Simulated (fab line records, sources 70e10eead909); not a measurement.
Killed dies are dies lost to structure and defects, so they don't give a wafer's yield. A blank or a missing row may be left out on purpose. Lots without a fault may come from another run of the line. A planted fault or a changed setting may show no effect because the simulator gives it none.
fab line records | flow nand_harc | part 2 of 2: steps 24 to 33 of 33
record lots=5 wafers=15 last_day=33
route steps=1302 shown A_SIN_REMOVE@947 A_WL_FILL@952 A_CONTACT@983
lots that met no fault: from a run of the same line without faults
start_h: hours from the record's first day to the start of the lot's first wafer shown | wait_h: hours since the lot's step before | " the same as in the row above | L1.1+2: a row that stands for several wafers | - no value, or no start given | * or withheld: withheld | < > ~ a bound
route shown NAME@n: a module of which the file shows steps, and the number in the route of the first | usual: mean/standard deviation of fault-free wafers | same: alike in all rows | chamber/n: place in a boat | sites: the reading at each site | _std_site: their standard deviation | _edge_site: outer sites' mean less inner sites' | radius_mm: how far each site lies from the wafer's centre | mask NAME#n: copy n | behind: the tool/chamber that last shaped the wafer | hold: why the lot was held/for how many hours/how that ended | device: the transistor (n, p or np) that didn't switch | end of line: the same wafers' tests at the end of the route | a step without rows: its recipe alone | killed: dies lost to structure and defects at the first sort, not the wafer's yield | map: a wafer's dies, x killed, . not, _ none there
set.NAME: the setting as run; set.NAME@STEP: as run at that earlier step | model.NAME: the simulator's own value behind a step, which no gauge read
lots at some steps of the route; a table a step, a row a wafer
services: from which hour (start_h, from the record's first day; less than 0 if before it) a tool's chamber was out of use, for how many hours, and why
## steps
# step NHARC_A_WL_FILL_PRECLEAN_30
# recipe time_s=10 chemistry=dHF
# columns lot.wafer tool chamber start_h wait_h
L079.3+1+5 wet_bench-04 5,7,1 526.49 0.1
L080.4+1+2 wet_bench-09 2,4,5 526.50 0.1
L083.3+5+1 wet_bench-04 2,4,5 564.23 0.1
L086.5+3+4 wet_bench-07 1,3,5 599.11 0.1
L096.2+3+1 wet_bench-04 3,5,7 702.12 0.1
# step NHARC_A_WL_FILL_SRD_14
# columns lot.wafer tool chamber start_h wait_h
L079.3+1+5 wet_bench-04 5,7,1 526.51 0.0
L080.4+1+2 wet_bench-09 2,4,5 526.51 0.0
L083.3+5+1 wet_bench-04 2,4,5 564.25 0.0
L086.5+3+4 wet_bench-07 1,3,5 599.12 0.0
L096.2+3+1 wet_bench-04 3,5,7 702.15 0.0
# step NHARC_A_WL_FILL_ALD_19
# recipe target_thk_a=20 pulse_time_s=3 ald_cycles=100 temp_c=450 material=TiN
# usual heater_power_w=1103/100 precursor_pulse_height_rel=1.000/0.019
# same ald_cycles=100
# columns lot.wafer tool chamber start_h wait_h heater_power_w precursor_pulse_height_rel
L080.4 ald_metal-04 3 526.61 0.1 1025 1.007
L080.2 " 0 " " 1212 1.014
L080.1 " 1 " " 1077 1.020
L079.1 ald_metal-03 0 526.65 0.1 1223 1.016
L079.3 " 1 " " 1236 1.005
L079.5 " 2 " " 1045 1.030
L083.1 ald_metal-04 2 564.37 0.1 1015 0.991
L083.3 " 0 " " 1144 1.002
L083.5 " 2 " " 971 1.037
L086.4 ald_metal-02 0 599.23 0.1 899 1.014
L086.3 " 2 " " 1068 1.039
L086.5 " 0 " " 897 0.970
L096.3 ald_metal-03 0 702.25 0.1 1240 1.021
L096.2 " 1 " " 1193 0.996
L096.1 " 2 " " 1076 0.992
# step NHARC_A_WL_FILL_CVD_20
# recipe target_thk_a=1000 temp_c=400 pressure_torr=40 wf6_flow_sccm=40 h2_flow_sccm=1600 ar_flow_sccm=1560 time_s=74 material=W
# usual chamber_pressure_Torr=40.00/0.086 heater_power_w=862/49 throttle_valve_pct=8.0/0.31
# columns lot.wafer tool chamber start_h wait_h chamber_pressure_Torr heater_power_w throttle_valve_pct
L079.1 cvd_w-01 0 - - 39.91 928 7.7
L079.3 " 1 " " 40.02 847 7.6
L079.5 " 0 " " 39.91 930 7.3
L080.2 cvd_w-02 1 - - 40.02 811 8.5
L080.1 " 0 " " 39.87 803 8.1
L080.4 " 1 " " 40.04 819 8.3
L083.1 cvd_w-01 0 - - 40.14 904 8.0
L083.3 " 0 " " 40.08 940 7.8
L083.5 " 0 " " 40.10 900 7.9
L086.4 cvd_w-02 0 - - 39.97 833 8.2
L086.3 " 1 " " 39.91 835 8.2
L086.5 " 1 " " 40.00 820 8.4
L096.2 cvd_w-01 1 - - 39.94 907 7.8
L096.1 " 0 " " 39.99 915 8.2
L096.3 " 1 " " 39.95 913 7.9
# step NHARC_A_WL_FILL_CMP_12
# recipe t_overpolish_s=30 target_thk_nm=100
# usual motor_current_A=11.8/1.1 overpolish_run_s=30.001/0.0094 time_to_endpoint_s=20.2/2.9
# columns lot.wafer tool chamber start_h wait_h motor_current_A overpolish_run_s time_to_endpoint_s
L080.4 cmp-04 3 527.02 0.1 10.3 29.978 16.8
L080.2 " 0 " " 11.9 30.006 13.2
L080.1 " 1 " " 11.0 30.003 16.3
L079.3 cmp-03 2 527.04 0.1 13.0 30.015 15.3
L079.1 " 3 " " 12.3 30.001 24.3
L079.5 " 0 " " 11.5 30.001 20.3
L083.3 cmp-03 2 564.76 0.1 12.2 30.002 20.9
L083.1 " 3 " " 11.9 30.001 23.3
L083.5 " 2 " " 13.1 30.019 21.4
L086.3 cmp-02 1 599.66 0.1 11.8 30.009 24.8
L086.4 " 2 " " 12.3 30.001 28.3
L086.5 " 3 " " 12.8 29.998 21.9
L096.2 cmp-03 1 702.63 0.2 10.2 29.992 18.2
L096.3 " 3 " " 12.0 29.987 20.6
L096.1 " 0 " " 11.9 29.993 21.6
# step NHARC_A_WL_FILL_SRD_31
# columns lot.wafer tool chamber start_h wait_h
L080.4+2+1 wet_bench-09 7,0,3 527.31 0.0
L079.5+3+1 wet_bench-04 4,5,7 527.31 0.0
L083.3+1+5 wet_bench-09 0,1,3 565.05 0.0
L086.3+4+5 wet_bench-07 2,4,6 599.93 0.0
L096.2+3+1 wet_bench-04 5,6,2 702.95 0.0
# step NHARC_A_WL_FILL_INSPECT_15
# usual raw_defect_count=475/130
# columns lot.wafer tool chamber start_h wait_h raw_defect_count
L079.1 defect_inspect-02 - 527.45 0.0 397
L079.3 " - " " 490
L079.5 " - " " 418
L080.1 defect_inspect-01 - 527.46 0.0 358
L080.2 " - " " 418
L080.4 " - " " 412
L083.1 defect_inspect-02 - 565.20 0.0 350
L083.3 " - " " 267
L083.5 " - " " 393
L086.3 defect_inspect-01 - 600.08 0.0 306
L086.4 " - " " 472
L086.5 " - " " 350
L096.1 defect_inspect-02 - 703.09 0.0 269
L096.2 " - " " 388
L096.3 " - " " 367
# step NHARC_A_CONTACT_DEP_24
# recipe target_thk_a=5000 temp_c=400 pressure_torr=6.5 rf_w=900 teos_flow_sccm=161.4 flow_sccm=2650 target_thk_nm=500 gas=O2 material=SiO2
# usual chamber_pressure_Torr=6.501/0.013 heater_power_w=513/69 mfc_precursor_sccm=161.4/0.47 rf_fwd_power_W=897.7/2.6 throttle_valve_pct=16.3/0.42
# columns lot.wafer tool chamber start_h wait_h chamber_pressure_Torr heater_power_w mfc_precursor_sccm rf_fwd_power_W throttle_valve_pct
L079.1 pecvd-01 2 527.52 0.1 6.512 507 161.0 899.6 16.2
L079.3 " 1 " " 6.483 631 162.2 897.4 16.7
L079.5 " 2 " " 6.515 535 161.1 900.8 16.3
L080.2 pecvd-02 1 527.52 0.1 6.480 469 161.2 898.8 16.0
L080.1 " 2 " " 6.509 507 161.0 901.8 16.9
L080.4 " 0 " " 6.499 532 162.1 899.3 16.3
L083.1 pecvd-02 1 565.26 0.1 6.498 490 161.4 894.8 15.8
L083.3 " 2 " " 6.483 512 161.3 902.0 16.7
L083.5 " 1 " " 6.512 506 161.8 895.2 16.2
L086.3 pecvd-01 2 600.14 0.1 6.500 555 161.5 896.6 16.2
L086.4 " 2 " " 6.497 410 160.6 897.9 16.4
L086.5 " 0 " " 6.502 667 162.1 895.7 16.2
L096.1 pecvd-02 0 703.16 0.1 6.490 494 161.3 894.2 16.4
L096.2 " 2 " " 6.515 476 161.4 898.5 16.5
L096.3 " 2 " " 6.510 510 160.6 898.0 16.6
# step NHARC_A_CONTACT_DEP_28
# recipe target_thk_a=70000 temp_c=400 material=aC
# usual throttle_valve_pct=35.000/0.0088
# columns lot.wafer tool chamber start_h wait_h throttle_valve_pct
L080.1 acl_dep-01 0 528.99 0.9 35.013
L080.2 " 0 " " 35.000
L080.4 " 0 531.08 3.0 34.998
L079.1 acl_dep-02 0 529.22 1.0 34.995
L079.3 " 0 530.64 2.4 34.988
L079.5 " 0 532.07 3.8 35.015
L083.1 acl_dep-03 0 568.01 2.2 35.003
L083.3 " 0 569.43 3.6 35.002
L083.5 " 0 570.84 5.0 34.997
L086.3 acl_dep-02 0 602.15 1.5 34.995
L086.4 " 0 " " 35.009
L086.5 " 0 " " 34.997
L096.1 acl_dep-02 0 703.96 0.1 34.994
L096.2 " 0 " " 34.985
L096.3 " 0 " " 34.977
# step NHARC_A_CONTACT_DEP_29
# recipe target_thk_a=1000 target_thk_nm=100 temp_c=400 pressure_torr=3.5 flow_sccm=200 rf_w=350 material=SiON
# usual chamber_pressure_Torr=3.501/0.0083 heater_power_w=693/68 rf_fwd_power_W=348.3/1.2
# columns lot.wafer tool chamber start_h wait_h chamber_pressure_Torr heater_power_w rf_fwd_power_W
L080.1 pecvd-01 2 533.23 3.5 3.503 673 349.0
L080.2 " 0 " " 3.503 871 348.0
L080.4 " 1 " " 3.489 798 349.2
L079.1 pecvd-02 1 533.51 3.6 3.519 608 349.3
L079.3 " 2 " " 3.488 709 348.8
L079.5 " 2 " " 3.494 692 350.6
L083.1 pecvd-02 2 572.30 3.6 3.500 742 346.5
L083.3 " 0 " " 3.514 685 347.7
L083.5 " 2 " " 3.493 754 347.0
L086.3 pecvd-02 2 605.03 2.2 3.504 737 348.3
L086.4 " 1 " " 3.507 669 347.3
L086.5 " 2 " " 3.496 736 347.7
L096.1 pecvd-04 1 708.30 3.6 3.485 832 348.5
L096.3 " 2 " " 3.501 660 347.9
L096.2 " 0 " " 3.511 634 350.8
## services
# columns tool chamber start_h hours kind
rie_metal-02 - 503.05 0.7 repair
wet_bench-07 - 512.02 8.0 pm
ald_metal-02 - 514.16 1.4 repair
ald_hk-02 - 528.20 10.0 pm
wet_bench-09 - 528.80 8.0 pm
rie_metal-02 - 530.85 0.4 repair
pecvd-02 - 531.01 1.8 repair
rie_diel-02 0 542.29 1.4 repair
cvd_w-01 - 547.40 13.0 pm
ald_metal-03 - 561.31 0.4 repair
wet_bench-03 - 562.40 8.0 pm
wet_bench-05 - 564.27 30.0 repair
rie_diel-02 - 570.75 9.0 pm
wet_bench-04 - 579.21 8.0 pm
pecvd-02 0 581.42 23.1 repair
cvd_w-02 - 583.97 0.3 repair
pecvd-02 - 590.82 13.0 pm
cvd_w-02 - 631.00 13.0 pm
rie_metal-02 - 631.00 9.0 pm
rie_diel-02 2 661.23 5.2 repair
wet_bench-07 - 688.02 8.0 pm
pecvd-02 1 702.54 9.7 repair
wet_bench-09 - 704.80 8.0 pm
ald_hk-02 - 706.20 10.0 pm
